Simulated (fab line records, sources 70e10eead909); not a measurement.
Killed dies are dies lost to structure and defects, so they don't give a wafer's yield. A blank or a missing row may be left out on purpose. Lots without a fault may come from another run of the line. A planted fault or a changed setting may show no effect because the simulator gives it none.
fab line records | flow nand_harc
record lots=6 wafers=18 last_day=33
route steps=1302 shown A_CONTACT@1038 END@1302
lots that met no fault: from a run of the same line without faults
start_h: hours from the record's first day to the start of the lot's first wafer shown | wait_h: hours since the lot's step before | " the same as in the row above | L1.1+2: a row that stands for several wafers | - no value, or no start given | * or withheld: withheld | < > ~ a bound
route shown NAME@n: a module of which the file shows steps, and the number in the route of the first | usual: mean/standard deviation of fault-free wafers | same: alike in all rows | chamber/n: place in a boat | sites: the reading at each site | _std_site: their standard deviation | _edge_site: outer sites' mean less inner sites' | radius_mm: how far each site lies from the wafer's centre | mask NAME#n: copy n | behind: the tool/chamber that last shaped the wafer | hold: why the lot was held/for how many hours/how that ended | device: the transistor (n, p or np) that didn't switch | end of line: the same wafers' tests at the end of the route | a step without rows: its recipe alone | killed: dies lost to structure and defects at the first sort, not the wafer's yield | map: a wafer's dies, x killed, . not, _ none there
set.NAME: the setting as run; set.NAME@STEP: as run at that earlier step | model.NAME: the simulator's own value behind a step, which no gauge read
lots at some steps of the route; a table a step, a row a wafer
services: from which hour (start_h, from the record's first day; less than 0 if before it) a tool's chamber was out of use, for how many hours, and why
## steps
# step NHARC_A_CONTACT_DEVELOP_68
# recipe develop_time_s=35 dev_temp_c=23
# step NHARC_A_CONTACT_CD_MEAS_69
# recipe target_cd_nm=300 landing_energy_ev=500
# usual cd_nm=299.8/0.5
# columns lot.wafer tool chamber start_h wait_h cd_nm
L328.3 cd_sem-03 0 512.14 - 299.6
L328.4 " 0 " " 299.8
L328.5 " 0 " " 299.3
L331.1 cd_sem-03 0 522.17 - 300.4
L331.3 " 0 " " 299.5
L331.5 " 0 " " 299.7
L340.1 cd_sem-03 0 630.22 - 300.4
L340.4 " 0 " " 300.8
L340.5 " 0 " " 300.0
L345.1 cd_sem-01 0 680.50 - 299.8
L345.4 " 0 " " 300.6
L345.5 " 0 " " 300.2
L346.2 cd_sem-02 0 683.77 - 299.9
L346.3 " 0 " " 300.5
L346.4 " 0 " " 300.1
L349.2 cd_sem-03 0 714.64 - 299.0
L349.3 " 0 " " 299.1
L349.6 " 0 " " 299.3
# step NHARC_A_CONTACT_OVL_MEAS_70
# usual overlay_x_nm=0.3/0.99 overlay_y_nm=0.2/1.1
# columns lot.wafer tool chamber start_h wait_h overlay_x_nm overlay_y_nm
L328.3 overlay-01 - 512.22 - 0.6 -0.3
L328.4 " - " " 1.2 -0.4
L328.5 " - " " 1.3 0.2
L331.1 overlay-01 - 522.26 - -0.8 2.2
L331.3 " - " " -0.6 2.6
L331.5 " - " " -0.5 1.9
L340.1 overlay-01 - 630.31 - 0.7 1.2
L340.4 " - " " 0.2 1.2
L340.5 " - " " 1.3 1.6
L345.1 overlay-02 - 680.59 - 0.9 -0.8
L345.4 " - " " 0.2 -1.3
L345.5 " - " " 0.4 -0.6
L346.2 overlay-02 - 683.85 - -1.9 -0.1
L346.3 " - " " -0.9 -0.7
L346.4 " - " " -1.1 -0.3
L349.2 overlay-02 - 714.72 - 0.1 1.8
L349.3 " - " " -0.2 2.2
L349.6 " - " " 0.4 1.9
# step NHARC_A_CONTACT_INSPECT_71
# usual raw_defect_count=77/37
# columns lot.wafer tool chamber start_h wait_h raw_defect_count
L328.3 defect_inspect-02 - 512.26 0.0 123
L328.4 " - " " 105
L328.5 " - " " 115
L331.1 defect_inspect-02 - 522.29 0.0 69
L331.3 " - " " 72
L331.5 " - " " 64
L340.1 defect_inspect-02 - 630.35 0.0 70
L340.4 " - " " 75
L340.5 " - " " 87
L345.1 defect_inspect-02 - 680.63 0.0 112
L345.4 " - " " 110
L345.5 " - " " 88
L346.2 defect_inspect-02 - 683.89 0.0 146
L346.3 " - " " 141
L346.4 " - " " 140
L349.2 defect_inspect-01 - 714.76 0.0 44
L349.3 " - " " 33
L349.6 " - " " 43
# step NHARC_A_CONTACT_DESCUM_74
# recipe time_s=3 o2_flow_sccm=200 ar_flow_sccm=0 bias_power_w=0 chemistry=O2
# step NHARC_A_CONTACT_ETCH_75
# recipe target_depth_a=390 over_etch_frac=0.3 time_s=65 ion_energy_ev=80 cf4_flow_sccm=150 ar_flow_sccm=0 rf_w=300 bias_w=100 chemistry=CF4
# step NHARC_A_CONTACT_ETCH_76
# recipe target_depth_a=2600 over_etch_frac=0.3 time_s=475.3 ion_energy_ev=200 n2_flow_sccm=150 h2_flow_sccm=150 ar_flow_sccm=0 rf_w=400 bias_w=150 chemistry=N2/H2
# step NHARC_A_CONTACT_ETCH_77
# recipe target_depth_a=1089 time_s=54.5 cf4_flow_sccm=100 chf3_flow_sccm=30 ar_flow_sccm=0 rf_w=500 bias_w=200 chemistry=CF4/CHF3
# step NHARC_A_CONTACT_ETCH_78
# recipe target_depth_a=53000 over_etch_frac=0.3 time_s=1378 ion_energy_ev=150 o2_flow_sccm=400 cos_flow_sccm=20 ar_flow_sccm=0 rf_w=500 bias_w=300 chemistry=O2/COS
# step NHARC_A_CONTACT_ETCH_124
# recipe source_w=withheld pressure_mtorr=20 bias_v=withheld time_s=140 target_depth_a=7000 ar_flow_sccm=withheld c4f8_flow_sccm=withheld o2_flow_sccm=withheld chemistry=C4F8/O2/Ar
# step NHARC_A_CONTACT_ETCH_125
# recipe source_w=withheld pressure_mtorr=20 bias_v=3000 time_s=197 target_depth_a=19180 ar_flow_sccm=withheld c4f8_flow_sccm=withheld o2_flow_sccm=withheld chemistry=C4F8/O2/Ar
# step NHARC_A_CONTACT_ETCH_126
# recipe source_w=withheld pressure_mtorr=20 bias_v=3000 time_s=197 target_depth_a=19180 ar_flow_sccm=withheld c4f8_flow_sccm=withheld o2_flow_sccm=withheld chemistry=C4F8/O2/Ar
# step NHARC_A_CONTACT_ETCH_127
# recipe source_w=withheld pressure_mtorr=20 bias_v=3000 time_s=197 target_depth_a=19180 ar_flow_sccm=withheld c4f8_flow_sccm=withheld o2_flow_sccm=withheld chemistry=C4F8/O2/Ar
# columns lot.wafer tool chamber start_h wait_h rf_hours_counter_h
L328.4 har_cap_etch-02 0 515.58 0.1 -
L328.3 " 1 " " -
L328.5 " 1 " " -
L331.1 har_cap_etch-03 1 524.99 0.2 49
L331.3 " 0 " " -
L331.5 " 1 " " -
L340.1 har_cap_etch-02 0 632.54 0.1 107
L340.4 " 1 " " -
L340.5 " 0 " " -
L345.1 har_cap_etch-03 1 682.80 0.1 78
L345.4 " 1 " " -
L345.5 " 1 " " -
L346.2 har_cap_etch-03 1 686.08 0.1 80
L346.3 " 0 " " -
L346.4 " 1 " " -
L349.2 har_cap_etch-02 1 718.00 0.2 123
L349.3 " 1 " " -
L349.6 " 0 " " -
# step NHARC_A_CONTACT_ETCH_128
# recipe source_w=withheld pressure_mtorr=20 bias_v=3000 time_s=197 target_depth_a=19180 ar_flow_sccm=withheld c4f8_flow_sccm=withheld o2_flow_sccm=withheld chemistry=C4F8/O2/Ar
# step NHARC_A_CONTACT_ETCH_129
# recipe source_w=withheld pressure_mtorr=20 bias_v=3000 time_s=197 target_depth_a=19180 ar_flow_sccm=withheld c4f8_flow_sccm=withheld o2_flow_sccm=withheld chemistry=C4F8/O2/Ar
# step NHARC_A_CONTACT_ETCH_130
# recipe source_w=withheld pressure_mtorr=20 bias_v=3000 time_s=197 target_depth_a=19180 ar_flow_sccm=withheld c4f8_flow_sccm=withheld o2_flow_sccm=withheld chemistry=C4F8/O2/Ar
# columns lot.wafer tool chamber start_h wait_h rf_hours_counter_h
L328.4 har_cap_etch-02 0 516.11 0.1 -
L328.3 " 1 " " -
L328.5 " 1 " " -
L331.1 har_cap_etch-03 1 525.70 0.2 49
L331.3 " 0 " " -
L331.5 " 1 " " -
L340.1 har_cap_etch-02 0 633.07 0.1 108
L340.4 " 1 " " -
L340.5 " 0 " " -
L345.1 har_cap_etch-03 1 683.33 0.1 78
L345.4 " 1 " " -
L345.5 " 1 " " -
L346.2 har_cap_etch-03 1 686.61 0.1 80
L346.3 " 0 " " -
L346.4 " 1 " " -
L349.2 har_cap_etch-02 1 718.71 0.2 123
L349.3 " 1 " " -
L349.6 " 0 " " -
# step NHARC_A_CONTACT_ETCH_131
# recipe source_w=withheld pressure_mtorr=20 bias_v=3000 time_s=197 target_depth_a=19180 ar_flow_sccm=withheld c4f8_flow_sccm=withheld o2_flow_sccm=withheld chemistry=C4F8/O2/Ar
# columns lot.wafer tool chamber start_h wait_h rf_hours_counter_h
L328.4 har_cap_etch-02 0 516.28 0.1 -
L328.3 " 1 " " -
L328.5 " 1 " " -
L331.1 har_cap_etch-03 1 525.93 0.2 49
L331.3 " 0 " " -
L331.5 " 1 " " -
L340.1 har_cap_etch-02 0 633.24 0.1 108
L340.4 " 1 " " -
L340.5 " 0 " " -
L345.1 har_cap_etch-03 1 683.51 0.1 79
L345.4 " 1 " " -
L345.5 " 1 " " -
L346.2 har_cap_etch-03 1 686.78 0.1 80
L346.3 " 0 " " -
L346.4 " 1 " " -
L349.2 har_cap_etch-02 1 718.94 0.2 124
L349.3 " 1 " " -
L349.6 " 0 " " -
# step NHARC_A_CONTACT_ETCH_132
# recipe source_w=withheld pressure_mtorr=20 bias_v=3000 time_s=197 target_depth_a=19240 ar_flow_sccm=withheld c4f8_flow_sccm=withheld o2_flow_sccm=withheld chemistry=C4F8/O2/Ar
# step NHARC_A_CONTACT_ETCH_133
# recipe source_w=withheld pressure_mtorr=20 bias_v=400 time_s=374 target_depth_a=16100 ar_flow_sccm=withheld c4f8_flow_sccm=11.5 o2_flow_sccm=7.2 chemistry=C4F8/O2/Ar
# columns lot.wafer tool chamber start_h wait_h rf_hours_counter_h
L328.4 har_cap_etch-02 0 516.72 0.2 -
L328.3 " 1 " " -
L328.5 " 1 " " -
L331.1 har_cap_etch-03 1 526.47 0.3 50
L331.3 " 0 " " -
L331.5 " 1 " " -
L340.1 har_cap_etch-02 0 633.64 0.2 108
L340.4 " 1 " " -
L340.5 " 0 " " -
L345.1 har_cap_etch-03 1 683.90 0.2 79
L345.4 " 1 " " -
L345.5 " 1 " " -
L346.2 har_cap_etch-03 1 687.18 0.2 81
L346.3 " 0 " " -
L346.4 " 1 " " -
L349.2 har_cap_etch-02 1 719.41 0.2 124
L349.3 " 1 " " -
L349.6 " 0 " " -
# step NHARC_A_CONTACT_ETCH_91
# recipe target_depth_a=400 over_etch_frac=0.5 time_s=85.7 ion_energy_ev=120 ch3f_flow_sccm=50 o2_flow_sccm=30 ar_flow_sccm=200 rf_w=500 bias_w=100 chemistry=CH3F/O2
# step NHARC_A_CONTACT_ETCH_97
# recipe target_depth_a=200 over_etch_frac=0.5 time_s=10 ion_energy_ev=250 c4f6_flow_sccm=25 o2_flow_sccm=20 ar_flow_sccm=500 rf_w=600 bias_w=500 chemistry=C4F6/O2
# usual drypump_motor_current_A=5.7/0.46 oes_product_au=0.963/0.026 rf_fwd_power_W=586.3/2.7 rf_vpp_V=546/3.2 showerhead_plenum_p_Torr=3.89/0.15 throttle_valve_pct=26.902/0.0099
# columns lot.wafer tool chamber start_h wait_h drypump_motor_current_A oes_product_au rf_fwd_power_W rf_hours_counter_h rf_vpp_V showerhead_plenum_p_Torr throttle_valve_pct
L328.4 rie_diel-13 1 - - 4.8 0.949 584.3 63 545 3.80 26.901
L328.3 " 2 " " 5.6 0.955 582.5 67 543 3.76 26.905
L328.5 " 0 " " 6.5 0.972 585.8 - 545 3.82 26.908
L331.1 rie_diel-11 3 - - 6.2 0.939 589.0 28 553 4.17 26.895
L331.3 " 0 " " 5.9 0.960 592.0 27 552 4.14 26.909
L331.5 " 3 " " 6.2 0.949 591.9 - 552 4.17 26.904
L340.1 rie_diel-04 0 - - 5.5 0.997 587.2 13 544 3.82 26.899
L340.4 " 1 " " 5.2 0.997 586.9 13 543 3.71 26.916
L340.5 " 3 " " 5.7 0.999 586.1 - 546 3.89 26.909
L345.4 rie_diel-11 0 - - 6.0 1.008 591.7 25 552 4.11 26.892
L345.1 " 1 " " 6.3 0.993 584.1 24 545 3.83 26.894
L345.5 " 1 " " 6.3 0.999 586.7 - 547 3.83 26.903
L346.4 rie_diel-04 2 - - 5.7 0.932 586.6 23 546 3.87 26.895
L346.2 " 3 " " 5.7 0.925 590.8 25 546 3.88 26.898
L346.3 " 0 " " 5.5 0.921 583.5 23 545 3.81 26.894
L349.2 rie_diel-11 3 - - 6.2 0.943 587.4 34 549 4.13 26.903
L349.3 " 1 " " 6.3 0.937 585.5 33 546 3.83 26.911
L349.6 " 3 " " 6.2 0.941 589.0 - 551 4.13 26.920
# step NHARC_A_CONTACT_CD_MEAS_80
# usual cd_nm=289.5/0.85
# columns lot.wafer tool chamber start_h wait_h cd_nm
L328.3 cd_sem-01 - 517.59 - 289.5
L328.4 " - " " 289.6
L328.5 " - " " 289.0
L331.1 cd_sem-03 - 527.59 - 290.3
L331.3 " - " " 290.6
L331.5 " - " " 289.9
L340.1 cd_sem-01 - 634.58 - 289.1
L340.4 " - " " 289.1
L340.5 " - " " 289.5
L345.1 cd_sem-03 - 684.83 - 290.6
L345.4 " - " " 289.5
L345.5 " - " " 289.7
L346.2 cd_sem-03 - 688.57 - 290.4
L346.3 " - " " 289.6
L346.4 " - " " 289.5
L349.2 cd_sem-02 - 720.57 - 288.0
L349.3 " - " " 289.3
L349.6 " - " " 288.0
# step NHARC_A_CONTACT_STRIP_103
# recipe n2_flow_sccm=150 h2_flow_sccm=150 ar_flow_sccm=0 bias_w=0 chemistry=N2/H2
# step NHARC_A_CONTACT_STRIP_104
# recipe cf4_flow_sccm=100 chf3_flow_sccm=30 ar_flow_sccm=0 bias_w=0 chemistry=CF4/CHF3
# step NHARC_A_CONTACT_STRIP_105
# recipe o2_flow_sccm=400 cos_flow_sccm=20 ar_flow_sccm=0 bias_w=0 chemistry=O2/COS
# step NHARC_A_CONTACT_ETCH_106
# recipe target_depth_a=900 overetch_a=90 time_s=49.5 ion_energy_ev=100 cf4_flow_sccm=80 o2_flow_sccm=20 ar_flow_sccm=0 rf_w=300 bias_w=100 chemistry=CF4/O2
# step NHARC_A_CONTACT_STRIP_82
# recipe o2_flow_sccm=500 ar_flow_sccm=0 bias_w=0 chemistry=O2
# step NHARC_A_CONTACT_STRIP_83
# recipe time_s=600 temp_c=30 chemistry=post_etch_residue_remover
# step NHARC_A_CONTACT_DEP_84
# recipe target_thk_a=28000 temp_c=400 material=aC
# step NHARC_A_CONTACT_DEP_85
# recipe target_thk_a=600 target_thk_nm=60 temp_c=400 pressure_torr=3.5 flow_sccm=200 rf_w=350 material=SiON
# usual heater_power_outer_w=429/76 heater_power_w=716/88 rf_fwd_power_W=348.3/1 showerhead_vpp_V=1156/71
# columns lot.wafer tool chamber start_h wait_h heater_power_outer_w heater_power_w rf_fwd_power_W showerhead_vpp_V since_wet_clean_h
L328.3 pecvd-03 0 520.74 1.0 537 820 348.4 1209 142
L328.5 " 2 " " 455 775 349.5 1158 -
L328.4 " 0 " " 538 845 348.5 1201 -
L331.1 pecvd-01 2 531.14 1.4 397 679 347.2 1080 26
L331.3 " 1 " " 427 713 350.1 1064 26
L331.5 " 0 " " 434 761 347.8 1239 -
L340.1 pecvd-01 0 639.27 1.5 356 674 347.9 1222 134
L340.4 " 2 " " 392 665 347.0 1070 -
L340.5 " 0 " " 356 666 346.3 1243 -
L345.1 pecvd-01 1 690.08 1.5 434 695 346.5 1073 4
L345.5 " 0 " " 363 645 347.8 1258 -
L345.4 " 2 " " 383 704 348.8 1068 -
L346.2 pecvd-01 0 695.58 1.2 407 693 349.0 1227 9
L346.3 " 1 " " 478 773 349.0 1051 9
L346.4 " 2 " " 370 632 348.2 1082 -
L349.2 pecvd-04 2 727.49 1.2 334 539 347.4 1279 83
L349.3 " 0 " " 443 743 349.0 1095 83
L349.6 " 1 " " 296 577 347.4 1174 -
# step NHARC_A_CONTACT_DEHYDRATE_00
# recipe temp_c=150 time_s=120
# step NHARC_A_CONTACT_HMDS_01
# recipe time_s=30
# step NHARC_A_CONTACT_COAT_86
# recipe temp_c=260 time_s=75
# step NHARC_A_CONTACT_COAT_87
# recipe temp_c=225 time_s=65
# step NHARC_A_CONTACT_COAT_02
# recipe spin_rpm=1500 resist_thk_nm=90
# step NHARC_A_CONTACT_SOFTBAKE_03
# recipe temp_c=105 time_s=55
# step NHARC_A_CONTACT_EBR_04
# step NHARC_A_CONTACT_EXPOSE_05
# recipe na=1.35 sigma_outer=0.8 dose_mj=84.24 mask_id=A_CC
# step NHARC_A_CONTACT_PEB_06
# recipe peb_temp_c=100 peb_time_s=65
# step NHARC_A_CONTACT_DEVELOP_07
# recipe develop_time_s=35 dev_temp_c=23
# step NHARC_A_CONTACT_CD_MEAS_08
# recipe target_cd_nm=200 landing_energy_ev=500
# usual cd_nm=200.1/0.48
# columns lot.wafer tool chamber start_h wait_h cd_nm
L328.3 cd_sem-01 0 521.41 - 200.2
L328.4 " 0 " " 199.3
L328.5 " 0 " " 200.8
L331.1 cd_sem-03 0 531.73 - 200.3
L331.3 " 0 " " 200.7
L331.5 " 0 " " 199.6
L340.1 cd_sem-01 0 639.81 - 200.4
L340.4 " 0 " " 200.5
L340.5 " 0 " " 200.0
L345.1 cd_sem-02 0 690.64 - 199.6
L345.4 " 0 " " 199.3
L345.5 " 0 " " 199.7
L346.2 cd_sem-02 0 696.27 - 200.6
L346.3 " 0 " " 199.7
L346.4 " 0 " " 200.4
L349.2 cd_sem-02 0 728.19 - 199.7
L349.3 " 0 " " 199.3
L349.6 " 0 " " 200.4
# step NHARC_A_CONTACT_OVL_MEAS_09
# usual overlay_x_nm=0.5/0.67 overlay_y_nm=0.0/0.97
# columns lot.wafer tool chamber start_h wait_h overlay_x_nm overlay_y_nm
L328.3 overlay-02 - 521.49 - 1.8 1.3
L328.4 " - " " 1.7 1.2
L328.5 " - " " 1.8 0.7
L331.1 overlay-01 - 531.82 - -0.3 1.6
L331.3 " - " " -0.2 1.1
L331.5 " - " " 0.1 1.6
L340.1 overlay-02 - 639.90 - 1.0 -0.5
L340.4 " - " " 1.5 -0.6
L340.5 " - " " 0.9 -0.9
L345.1 overlay-02 - 690.73 - 0.3 1.1
L345.4 " - " " 0.5 1.0
L345.5 " - " " 1.1 1.0
L346.2 overlay-01 - 696.36 - 0.3 1.0
L346.3 " - " " 0.7 1.8
L346.4 " - " " 0.4 0.5
L349.2 overlay-02 - 728.27 - 0.6 1.3
L349.3 " - " " 0.8 0.9
L349.6 " - " " 0.9 1.0
# step NHARC_END_SORT_01
# recipe temp_c=25
# usual killed_at_array=55/20 killed_at_other=0.7/0.96 killed_at_periphery=4.1/2.4 killed_dies=60/20 killed_open=3.3/1.9 killed_short=2.8/1.6
# same gross_dies=677
# columns lot.wafer tool chamber start_h wait_h killed_at_array killed_at_other killed_at_periphery killed_dies killed_open killed_short
L345.1 prober-01 0 740.31 2.5 138 0 5 143 2 2
L345.4 prober-01 0 742.72 3.4 132 0 4 136 3 1
L345.5 prober-01 0 743.52 3.7 130 1 5 136 1 2
L346.2 prober-01 0 748.93 2.8 154 0 3 157 3 0
L346.3 prober-01 0 749.73 3.1 120 0 8 128 3 2
L346.4 prober-01 0 750.54 3.4 152 0 1 153 2 3
# killed by level:class
L345.1 A_CONTACT:unspecified=62 A_CHANNEL_HOLE_D1:chamber_film_flake=29 A_CHANNEL_HOLE_D2:chamber_film_flake=23 A_CONTACT:chamber_film_flake=11 A_STAIRCASE:chamber_film_flake=8 P_STI:chamber_film_flake=3 A_SLIT:chamber_film_flake=2 P_STI:geometric_particle:open=1
L345.4 A_CONTACT:unspecified=67 A_CHANNEL_HOLE_D1:chamber_film_flake=26 A_CHANNEL_HOLE_D2:chamber_film_flake=21 A_STAIRCASE:chamber_film_flake=6 A_SLIT:chamber_film_flake=5 P_STI:chamber_film_flake=2 P_GATE:chamber_film_flake=2 A_WL_FILL:chamber_film_flake=2
L345.5 A_CONTACT:unspecified=71 A_CHANNEL_HOLE_D1:chamber_film_flake=23 A_CHANNEL_HOLE_D2:chamber_film_flake=19 A_STAIRCASE:chamber_film_flake=7 A_CONTACT:chamber_film_flake=4 P_STI:chamber_film_flake=2 P_GATE:chamber_film_flake=2 A_SLIT:chamber_film_flake=2
L346.2 A_CONTACT:unspecified=65 A_CHANNEL_HOLE_D1:chamber_film_flake=29 A_SLIT:chamber_film_flake=29 A_CHANNEL_HOLE_D2:chamber_film_flake=23 A_CONTACT:chamber_film_flake=4 P_GATE:chamber_film_flake=2 A_SOURCE_PLATE:geometric_particle:open=1 A_CHANNEL_HOLE_D1:geometric_particle:open=1
L346.3 A_CONTACT:unspecified=51 A_SLIT:chamber_film_flake=23 A_CHANNEL_HOLE_D2:chamber_film_flake=21 A_CHANNEL_HOLE_D1:chamber_film_flake=18 P_GATE:chamber_film_flake=4 A_CONTACT:chamber_film_flake=3 P_GATE:geometric_particle:open=2 A_STAIRCASE:chamber_film_flake=2
L346.4 A_CONTACT:unspecified=66 A_CHANNEL_HOLE_D1:chamber_film_flake=28 A_SLIT:chamber_film_flake=27 A_CHANNEL_HOLE_D2:chamber_film_flake=22 A_STAIRCASE:chamber_film_flake=2 A_CONTACT:chamber_film_flake=2 A_CHANNEL_FILL_D1:geometric_particle:short=1 A_DECK1_JOINT:geometric_particle:open=1
# map L345.1 (x killed, . not)
____________.____________
_________...x..._________
_______...x.x....._______
______...xx........______
_____....xxxxxx.x..._____
____.....xxxxxx..x...____
____......xxxx.xx....____
___x......xxxxxx......___
___.......xxxxxxxx..x.___
__..x....x.x.xxxx..xx..__
__.........xxxxx......x__
_..........xxxxxxx......_
_..x..x....x...x........_
_............xx....x...._
_.............x..x.x...._
_...............xxxx...._
...............xxxxxx....
...x...........xxxxxx....
..............xxxxxxx....
..............xxxxxxx....
........x......xxxxxx....
_..............xxxxxx..._
_.............xxxxxxx..._
_..............xxxxxx..._
_...............xxx....._
_................x......_
__................x....__
__.................xx..__
___..x................___
___.................x.___
____................x____
____...............xx____
_____..............._____
______.............______
_______........x.._______
_________......._________
____________.____________
# map L346.2 (x killed, . not)
____________.____________
_________......._________
_______..........._______
______......x.x....______
_____x.......xxx...._____
____.x.x...xxxxx.....____
____xxx...xxxxx......____
___xxxxx.x.xxxxxxx....___
___.xxxx..x.xxxxx.....___
__x..xx....xxxxx.x.....__
__xxxxx....xxx...x.....__
_.x.xxx.....xxxxx...x..._
_....x.....xxxx..x......_
_.x........x.xxx...x...._
_................x..x..._
_...............xxxx.x.._
................xxxxxx...
x.............xxxxxx.x...
...............xxxxxxx...
...............xxxxxx..x.
..............x.xxxxxx...
_..............xxxxxxxx._
_...............xxxxx..._
_..............xxxxxx..._
_...............x...x..._
_.................xxx..._
__.....................__
__..........x........x.__
___.....x.............___
___..x................___
____x...............x____
____.................____
_____..............x_____
______.............______
_______..........._______
_________......._________
____________.____________
## services
# columns tool chamber start_h hours kind
pecvd-01 - 492.08 13.0 pm
rie_diel-04 3 496.33 4.9 repair
rie_diel-04 - 516.83 0.2 repair
rie_diel-13 - 520.02 9.0 pm
pecvd-01 - 521.55 1.8 repair
pecvd-04 - 522.61 1.1 repair
pecvd-01 - 525.54 0.4 repair
pecvd-04 2 538.55 2.9 repair
har_cap_etch-02 - 544.62 0.4 repair
pecvd-03 - 547.02 13.0 pm
har_cap_etch-03 - 586.65 1.4 repair
pecvd-03 1 588.20 11.1 repair
rie_diel-04 0 592.26 5.9 repair
rie_diel-04 - 606.46 0.9 repair
rie_diel-11 - 609.72 9.0 pm
pecvd-04 - 631.71 13.0 pm
rie_diel-13 2 637.12 12.7 repair
rie_diel-11 1 656.74 4.0 repair
pecvd-04 2 661.68 5.1 repair
pecvd-01 - 673.32 13.0 pm
pecvd-01 - 701.79 2.9 repair
pecvd-01 1 706.39 13.9 repair
rie_diel-04 - 709.19 9.0 pm
rie_diel-11 3 724.71 9.8 repair
## key
first_sign step=NHARC_END_SORT_01 reading=killed_dies direction=up sigmas=4.1 usual=60 struck=142
effect step=NHARC_END_SORT_01 reading=killed_at_array direction=up sigmas=4.1 usual=55 struck=138
more_kills_born_at NHARC_A_CONTACT_ETCH_127@har_cap_etch-03=380
met_at NHARC_A_CONTACT_ETCH_127
struck_wafers L345.1,L345.4,L345.5,L346.2,L346.3,L346.4
tester_left_out L345,L346
onset_between 524.99 682.80
also_fits NHARC_A_CONTACT_ETCH_130:har_cap_etch-03,NHARC_A_CONTACT_ETCH_131:har_cap_etch-03,NHARC_A_CONTACT_ETCH_133:har_cap_etch-03,NHARC_A_CONTACT_DEP_85:pecvd-01
fault kind=chamber_particle_source tool=har_cap_etch-03 chamber=- onset_h=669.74 steps=NHARC_A_CONTACT_ETCH_127 rate_per_visit_cm2=0.39444 end_h=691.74
# tester_left_out: of these lots the tester's yield and bins aren't shown, on N5 and GAA mostly nor the transistor test; their killed dies are dies lost to structure and defects alone, not to doping, threshold or leakage, so they don't give the yield
